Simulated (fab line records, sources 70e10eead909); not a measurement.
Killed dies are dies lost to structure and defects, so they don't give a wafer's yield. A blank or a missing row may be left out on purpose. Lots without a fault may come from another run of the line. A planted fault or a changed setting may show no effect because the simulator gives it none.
fab line records | flow nand_harc
record lots=13 wafers=39 last_day=23
route steps=1159 shown A_ONON_D1@444 A_CHANNEL_HOLE_D1@464 END@1159
lots that met no fault: from a run of the same line without faults
start_h: hours from the record's first day to the start of the lot's first wafer shown | wait_h: hours since the lot's step before | " the same as in the row above | L1.1+2: a row that stands for several wafers | - no value, or no start given | * or withheld: withheld | < > ~ a bound
route shown NAME@n: a module of which the file shows steps, and the number in the route of the first | usual: mean/standard deviation of fault-free wafers | same: alike in all rows | chamber/n: place in a boat | sites: the reading at each site | _std_site: their standard deviation | _edge_site: outer sites' mean less inner sites' | radius_mm: how far each site lies from the wafer's centre | mask NAME#n: copy n | behind: the tool/chamber that last shaped the wafer | hold: why the lot was held/for how many hours/how that ended | device: the transistor (n, p or np) that didn't switch | end of line: the same wafers' tests at the end of the route | a step without rows: its recipe alone | killed: dies lost to structure and defects at the first sort, not the wafer's yield | map: a wafer's dies, x killed, . not, _ none there
set.NAME: the setting as run; set.NAME@STEP: as run at that earlier step | model.NAME: the simulator's own value behind a step, which no gauge read
steps of the route over a sample of lots; a table a step, a row a wafer
services: from which hour (start_h, from the record's first day; less than 0 if before it) a tool's chamber was out of use, for how many hours, and why
## steps
# step NHARC_A_ONON_D1_DEP_28
# recipe target_thk_a=10000 n2_flow_sccm=2750 n2o_flow_sccm=2000 nh3_flow_sccm=500 sih4_flow_sccm=210 temp_c=400
# columns lot.wafer tool chamber start_h wait_h
L160.2+3+5 pecvd_onon-01 0 178.88 0.1
L161.2+3+6 pecvd_onon-01 0 183.94 0.1
L162.2+3+5 pecvd_onon-02 0 192.11 0.1
L165.2+5+6 pecvd_onon-03 0 195.99 0.1
L164.3+4+5 pecvd_onon-02 0 196.04 0.2
L167.2+3+6 pecvd_onon-01 0 208.33 0.1
L170.2+3+4 pecvd_onon-01 0 232.83 0.1
L169.3+4+5 pecvd_onon-03 0 232.95 0.2
L171.1+3+4 pecvd_onon-01 0 246.12 0.1
L175.2+5+6 pecvd_onon-02 0 265.03 0.1
L176.2+3+6 pecvd_onon-03 0 273.41 0.1
L178.2+3+5 pecvd_onon-03 0 284.13 0.1
L180.1+2+4 pecvd_onon-03 0 302.05 0.1
# step NHARC_A_ONON_D1_THK_MEAS_30
# recipe thk_meas_gauge=ellipsometry
# usual thk_nm=1000/11
# columns lot.wafer tool chamber start_h wait_h thk_nm
L160.2 film_metro-01 - 179.33 - 1022
L160.3 " - " " 1020
L160.5 " - " " 1022
L161.2 film_metro-01 - 184.39 - 1009
L161.3 " - " " 1010
L161.6 " - " " 1009
L162.2 film_metro-02 - 192.56 - 988
L162.3 " - " " 988
L162.5 " - " " 988
L164.3 film_metro-02 - 196.43 - 990
L164.4 " - " " 990
L164.5 " - " " 989
L165.2 film_metro-01 - 196.47 - 995
L165.5 " - " " 996
L165.6 " - " " 997
L167.2 film_metro-02 - 208.78 - 987
L167.3 " - " " 986
L167.6 " - " " 988
L170.2 film_metro-01 - 233.29 - 633
L170.3 " - " " 634
L170.4 " - " " 634
L169.3 film_metro-02 - 233.35 - 1016
L169.4 " - " " 1015
L169.5 " - " " 1012
L171.1 film_metro-02 - 246.63 - 651
L171.3 " - " " 648
L171.4 " - " " 649
L175.2 film_metro-02 - 265.48 - 996
L175.5 " - " " 995
L175.6 " - " " 997
L176.2 film_metro-02 - 273.86 - 995
L176.3 " - " " 992
L176.6 " - " " 991
L178.2 film_metro-01 - 284.59 - 993
L178.3 " - " " 995
L178.5 " - " " 992
L180.1 film_metro-02 - 302.57 - 994
L180.2 " - " " 994
L180.4 " - " " 994
# step NHARC_A_CHANNEL_HOLE_D1_INSPECT_12
# usual raw_defect_count=5.7/2.6
# columns lot.wafer tool chamber start_h wait_h raw_defect_count
L160.2 defect_inspect-01 - 183.94 0.0 6
L160.3 " - " " 8
L160.5 " - " " 3
L161.2 defect_inspect-02 - 188.28 0.0 4
L161.3 " - " " 9
L161.6 " - " " 3
L162.2 defect_inspect-02 - 196.29 0.0 6
L162.3 " - " " 6
L162.5 " - " " 8
L164.3 defect_inspect-02 - 200.23 0.0 1
L164.4 " - " " 3
L164.5 " - " " 11
L165.2 defect_inspect-01 - 200.40 0.0 7
L165.5 " - " " 11
L165.6 " - " " 6
L167.2 defect_inspect-02 - 212.16 0.0 9
L167.3 " - " " 6
L167.6 " - " " 5
L169.3 defect_inspect-01 - 238.09 0.0 4
L169.4 " - " " 3
L169.5 " - " " 3
L175.2 defect_inspect-01 - 269.02 0.0 13
L175.5 " - " " 7
L175.6 " - " " 0
L176.2 defect_inspect-01 - 278.65 0.0 4
L176.3 " - " " 3
L176.6 " - " " 3
L178.2 defect_inspect-02 - 290.39 0.0 8
L178.3 " - " " 4
L178.5 " - " " 5
L180.1 defect_inspect-01 - 306.14 0.0 5
L180.2 " - " " 3
L180.4 " - " " 6
# step NHARC_A_CHANNEL_HOLE_D1_ETCH_38
# recipe target_depth_a=390 over_etch_frac=0.3 time_s=65 ion_energy_ev=80 cf4_flow_sccm=150 ar_flow_sccm=0 rf_w=300 bias_w=100 chemistry=CF4
# usual drypump_motor_current_A=6.0/0.38 oes_product_au=1.002/0.0088 rf_fwd_power_W=297.3/1.1 rf_vpp_V=151.3/1 showerhead_plenum_p_Torr=1.77/0.052 throttle_valve_pct=13.284/0.0087
# columns lot.wafer tool chamber start_h wait_h drypump_motor_current_A oes_product_au rf_fwd_power_W rf_hours_counter_h rf_vpp_V showerhead_plenum_p_Torr throttle_valve_pct
L160.3 rie_diel-01 3 184.35 0.2 5.9 0.997 296.6 2.4 150.1 1.75 13.283
L160.2 " 0 " " 6.7 0.998 298.1 2.4 151.5 1.81 13.286
L160.5 " 3 " " 5.9 0.990 298.1 - 149.9 1.75 13.296
L161.3 rie_diel-01 2 188.44 0.1 6.2 1.004 298.0 1.6 151.6 1.71 13.287
L161.2 " 1 " " 6.2 1.008 297.4 3.4 151.6 1.74 13.287
L161.6 " 3 " " 5.9 0.993 297.1 - 149.9 1.75 13.290
L162.2 rie_diel-01 0 196.45 0.1 6.7 0.996 298.1 4.0 151.3 1.81 13.295
L162.3 " 1 " " 6.2 1.003 297.0 4.2 151.4 1.74 13.300
L162.5 " 2 " " 6.1 0.990 298.1 - 150.3 1.71 13.278
L164.3 rie_diel-10 1 200.38 0.1 5.4 1.007 296.6 1.2 152.7 1.87 13.283
L164.4 " 3 " " 5.9 1.015 298.0 1.2 152.3 1.80 13.275
L164.5 " 1 " " 5.4 1.006 296.3 - 153.6 1.87 13.274
L165.2 rie_diel-01 1 200.55 0.1 6.2 0.996 297.6 4.9 150.4 1.74 13.268
L165.5 " 1 " " 6.2 1.003 296.7 - 151.7 1.74 13.278
L165.6 " 2 " " 6.2 0.991 297.6 - 152.0 1.71 13.275
L167.2 rie_diel-02 3 212.31 0.1 6.0 0.991 296.4 2.2 152.1 1.76 13.273
L167.3 " 0 " " 5.6 1.007 296.8 2.3 149.2 1.73 13.282
L167.6 " 2 " " 5.9 0.995 296.8 - 151.1 1.76 13.281
L169.3 rie_diel-01 1 238.24 0.1 6.2 1.008 299.5 7.1 152.6 1.74 13.281
L169.4 " 2 " " 6.1 1.009 298.4 4.8 151.0 1.71 13.277
L169.5 " 0 " " 6.7 1.002 297.6 - 150.5 1.81 13.293
L175.2 rie_diel-02 1 269.29 0.2 5.0 0.987 297.3 6.4 153.2 1.88 13.288
L175.6 " 3 " " 6.0 0.980 295.0 - 151.2 1.76 13.285
L175.5 " 0 " " 5.6 1.014 296.9 - 150.9 1.73 13.305
L176.3 rie_diel-01 1 278.81 0.1 6.2 1.003 297.6 8.7 150.3 1.74 13.282
L176.2 " 2 " " 6.2 0.994 297.8 6.6 150.9 1.71 13.290
L176.6 " 1 " " 6.2 1.000 299.6 - 150.8 1.74 13.273
L178.3 rie_diel-10 2 290.54 0.1 5.8 1.004 296.8 7.8 150.8 1.71 13.297
L178.2 " 0 " " 6.1 1.000 295.8 7.0 150.2 1.81 13.298
L178.5 " 3 " " 5.9 1.010 297.8 - 153.1 1.80 13.277
L180.2 rie_diel-10 3 306.30 0.1 5.9 1.011 296.5 8.2 150.1 1.79 13.291
L180.1 " 0 " " 6.1 1.004 296.6 8.4 151.3 1.81 13.285
L180.4 " 1 " " 5.4 0.995 296.4 9.1 153.3 1.87 13.276
# step NHARC_A_CHANNEL_HOLE_D1_ETCH_19
# recipe bias_v=1200 source_w=2500 pressure_mtorr=15 time_s=34.5 ar_flow_sccm=375 c4f8_flow_sccm=28.8 o2_flow_sccm=96.2 temp_c=-20 target_depth_a=* chemistry=C4F8/O2/Ar
# usual c4f8_flow_sccm=28.80/0.074 drypump_motor_current_A=5.7/0.41 rf_fwd_power_W=2453/18 showerhead_plenum_p_Torr=3.79/0.091 throttle_valve_pct=37.038/0.0093
# columns lot.wafer tool chamber start_h wait_h c4f8_flow_sccm drypump_motor_current_A rf_fwd_power_W rf_hours_counter_h showerhead_plenum_p_Torr throttle_valve_pct
L160.2 har_etch-01 1 185.79 0.1 28.91 5.0 2468 188 3.79 37.046
L160.3 " 0 " " 28.66 5.6 2431 - 3.66 37.043
L160.5 " 1 " " 28.85 5.0 2474 - 3.79 37.052
L161.2 har_etch-02 0 189.55 0.1 28.77 5.9 2472 110 3.81 37.052
L161.3 " 1 " " 28.91 6.1 2422 - 3.92 37.051
L161.6 " 1 " " 28.84 6.2 2426 - 3.92 37.041
L162.2 har_etch-01 0 197.53 0.1 28.80 5.6 2441 194 3.66 37.028
L162.3 " 0 " " 28.90 5.6 2445 - 3.65 37.055
L162.5 " 1 " " 28.76 5.0 2460 - 3.78 37.048
L164.4 har_etch-01 0 201.72 0.3 28.73 5.6 2439 - 3.65 37.047
L164.3 " 1 " " 28.78 5.0 2456 - 3.78 37.034
L164.5 " 1 " " 28.77 5.0 2453 - 3.78 37.041
L165.2 har_etch-02 0 202.48 0.9 28.73 5.9 2468 118 3.80 37.047
L165.5 " 1 " " 28.87 6.1 2445 - 3.92 37.029
L165.6 " 0 " " 28.77 5.9 2473 - 3.80 37.039
L167.2 har_etch-01 1 213.40 0.1 28.84 5.0 2463 202 3.78 37.034
L167.3 " 1 " " 28.89 5.0 2475 - 3.78 37.031
L167.6 " 0 " " 28.83 5.7 2443 - 3.65 37.038
L169.3 har_etch-01 1 240.23 0.9 28.89 5.0 2461 - 3.77 37.030
L169.4 " 0 " " 28.87 5.6 2447 - 3.64 37.041
L169.5 " 0 " " 28.90 5.6 2444 - 3.64 37.041
L175.2 har_etch-02 1 270.73 0.1 28.86 6.1 2428 145 3.90 37.024
L175.6 " 0 " " 28.88 5.9 2483 - 3.79 37.046
L175.5 " 1 " " 28.88 6.1 2430 - 3.90 37.038
L176.2 har_etch-02 1 279.92 0.1 28.72 6.1 2426 150 3.90 37.049
L176.3 " 1 " " 28.73 6.1 2439 - 3.90 37.028
L176.6 " 0 " " 28.81 5.9 2470 - 3.78 37.040
L178.2 har_etch-02 1 291.65 0.1 28.88 6.2 2444 157 3.89 37.036
L178.3 " 1 " " 28.83 6.1 2438 - 3.89 37.039
L178.5 " 1 " " 28.81 6.1 2446 - 3.89 37.030
L180.2 har_etch-02 0 311.39 4.1 28.64 5.9 2492 166 3.78 37.044
L180.1 " 1 " " 28.77 6.1 2441 166 3.89 37.023
L180.4 " 0 " " 28.82 5.9 2466 - 3.78 37.042
# step NHARC_END_SORT_01
# recipe temp_c=25
# usual killed_at_array=21/8.9 killed_at_other=0.8/1.3 killed_at_periphery=3.6/2.4 killed_dies=26/8.9 killed_open=3.1/1.8 killed_short=1.9/1.3
# same gross_dies=677
# columns lot.wafer tool chamber start_h wait_h killed_at_array killed_at_other killed_at_periphery killed_dies killed_open killed_short
L171.1 prober-02 0 528.56 2.5 673 0 4 677 3 4
L171.3 prober-02 0 530.17 3.1 671 2 4 677 6 1
L171.4 prober-02 0 530.97 3.4 671 1 5 677 6 2
# killed by level:class
L171.1 A_ONON_D1:area_dep=649 A_SLIT:chamber_film_flake=11 A_CHANNEL_HOLE_D1:chamber_film_flake=4 A_WL_FILL:geometric_particle:short=2 P_STI:chamber_film_flake=2 P_M0:geometric_particle:open=1 A_CHANNEL_FILL_D1:geometric_particle:open=1 A_CHANNEL_FILL_D1:geometric_particle:short=1
L171.3 A_ONON_D1:area_dep=651 A_SLIT:chamber_film_flake=11 A_CONTACT:geometric_particle:open=3 A_CONTACT:chamber_film_flake=3 P_CONTACT:geometric_particle:open=2 A_CHANNEL_HOLE_D1:chamber_film_flake=2 THIN_TSV:chamber_film_flake=2 P_GATE:geometric_particle:open=1
L171.4 A_ONON_D1:area_dep=658 A_SLIT:chamber_film_flake=5 A_WL_FILL:geometric_particle:open=2 P_CONTACT:geometric_particle:open=1 P_CONTACT:geometric_particle:short=1 P_M1:geometric_particle:open=1 A_ONON_D1:geometric_particle:short=1 A_CONTACT:geometric_particle:open=1
## services
# columns tool chamber start_h hours kind
rie_diel-01 0 171.30 - clean
rie_diel-01 1 171.30 - clean
rie_diel-01 2 171.30 - clean
rie_diel-01 3 171.30 - clean
rie_diel-01 - 171.93 0.1 repair
rie_diel-10 2 174.22 6.4 repair
rie_diel-10 - 176.50 9.0 pm
rie_diel-01 0 186.16 2.2 repair
pecvd_onon-01 - 195.00 13.0 pm
rie_diel-01 0 195.80 - clean
rie_diel-01 1 195.80 - clean
rie_diel-01 2 195.80 - clean
rie_diel-01 3 195.80 - clean
rie_diel-01 0 220.30 - clean
rie_diel-01 1 220.30 - clean
rie_diel-01 2 220.30 - clean
rie_diel-01 3 220.30 - clean
rie_diel-01 0 244.80 - clean
rie_diel-01 1 244.80 - clean
rie_diel-01 2 244.80 - clean
rie_diel-01 3 244.80 - clean
rie_diel-02 3 277.26 8.8 repair
pecvd_onon-02 - 292.00 13.0 pm
har_etch-01 - 306.53 17.0 pm
## key
first_sign step=NHARC_A_ONON_D1_THK_MEAS_30 reading=thk_nm direction=down sigmas=33 usual=1000 struck=642
effect step=NHARC_END_SORT_01 reading=killed_at_array direction=up sigmas=73 usual=21 struck=672
more_kills_born_at NHARC_A_ONON_D1_DEP_28@pecvd_onon-01=1958
met_at NHARC_A_ONON_D1_DEP_28
struck_lots L170,L171
struck_wafers L170.2,L170.3,L170.4,L171.1,L171.3,L171.4
rows_end L170.2,L170.3,L170.4
later_rows_left_out L171.1,L171.3,L171.4
tester_left_out L171
not_acting_at NHARC_A_CHANNEL_HOLE_D1_INSPECT_12,NHARC_A_CHANNEL_HOLE_D1_ETCH_38,NHARC_A_CHANNEL_HOLE_D1_ETCH_19
onset_between 208.33 232.83
fault kind=process_parameter_drift tool=pecvd_onon-01 chamber=0 onset_h=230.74 steps=NHARC_A_ONON_D1_DEP_28 channel=target_thk_a offset=* shape=step acts_in=* stated=*
# tester_left_out: of these lots the tester's yield and bins aren't shown, on N5 and GAA mostly nor the transistor test; their killed dies are dies lost to structure and defects alone, not to doping, threshold or leakage, so they don't give the yield
# later_rows_left_out: the simulator's readings of these wafers behind a module that went badly wrong aren't trusted and aren't shown, but for the sort
# rows_end: these wafers met a further fault down the route, and their rows from its step on are left out
